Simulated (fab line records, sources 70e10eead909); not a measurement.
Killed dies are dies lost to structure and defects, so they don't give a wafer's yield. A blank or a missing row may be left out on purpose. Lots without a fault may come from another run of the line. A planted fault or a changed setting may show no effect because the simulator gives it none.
Which tool did it? | flow nand_harc | 6 lots, 18 wafers sampled, at 2 steps of a route of 1159

WHAT THE GAUGES READ, wafer by wafer
NHARC_A_ONON_D1_THK_MEAS_21: measures by ellipsometry.
lot  | measured     | on            | thk_nm (nm)
L426 | day 8 15:11  | film_metro-02 | 1013 1014 1014
L427 | day 9 15:32  | film_metro-01 | 1683 1683 1680 1680 1683 1683
L429 | day 9 15:19  | film_metro-01 | 1000 1001 1001
L437 | day 12 03:35 | film_metro-02 | 1000 1003 1002
L439 | day 12 11:50 | film_metro-01 | 1000 1000 1001
L443 | day 13 01:19 | film_metro-02 | 997 999 999

WHICH TOOL RAN EACH LOT (tool, then ch and the chambers of the sampled wafers, then the start)
lot  | NHARC_A_ONON_D1_DEP_19
L426 | pecvd_onon-01 ch 0, day 8 14:47
L427 | pecvd_onon-03 ch 0, day 9 15:01
L429 | pecvd_onon-04 ch 0, day 9 14:52
L437 | pecvd_onon-04 ch 0, day 12 03:05
L439 | pecvd_onon-01 ch 0, day 12 11:20
L443 | pecvd_onon-01 ch 0, day 13 00:48
- NHARC_A_ONON_D1_DEP_19: target thk 1000 nm.

THE ANSWER, worked out from the rows above alone
Rule: what is usual is taken from the lots themselves. Put in order of their means at a reading, lots are off if they are a third of the lots or fewer, leave a main group of 4 or more, and stand apart from it by a gap of 3 or more times the standard deviation of the main group's means; of several such gaps the widest counts. A main group whose means are all the same, to the digits that the tables above print for the reading, isn't used. A lot without any number at a reading at which 4 lots or more have one is off too. The other lots that the step has rows for count as sound.
Off: L427, at NHARC_A_ONON_D1_THK_MEAS_21 (thk_nm). The main group: mean 1003 nm, standard deviation 5.5.
A tool fits if, at a process step before that reading, it ran every lot that is off, and no sound lot after the first of them. The gauges at NHARC_A_ONON_D1_THK_MEAS_21 are tried like those tools. One fits: pecvd_onon-03 at NHARC_A_ONON_D1_DEP_19. It ran no sound lot before its first lot that is off in this sample, so the start can't be narrowed down.

WHAT THE SIMULATOR HAD PUT IN
Process parameter drift: pecvd_onon-03, from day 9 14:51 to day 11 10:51, at NHARC_A_ONON_D1_DEP_19. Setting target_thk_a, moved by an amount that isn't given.
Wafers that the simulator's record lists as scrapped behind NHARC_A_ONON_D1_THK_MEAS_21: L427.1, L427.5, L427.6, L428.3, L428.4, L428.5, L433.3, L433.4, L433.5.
Lots struck among those shown: L427. The rule above found the same.
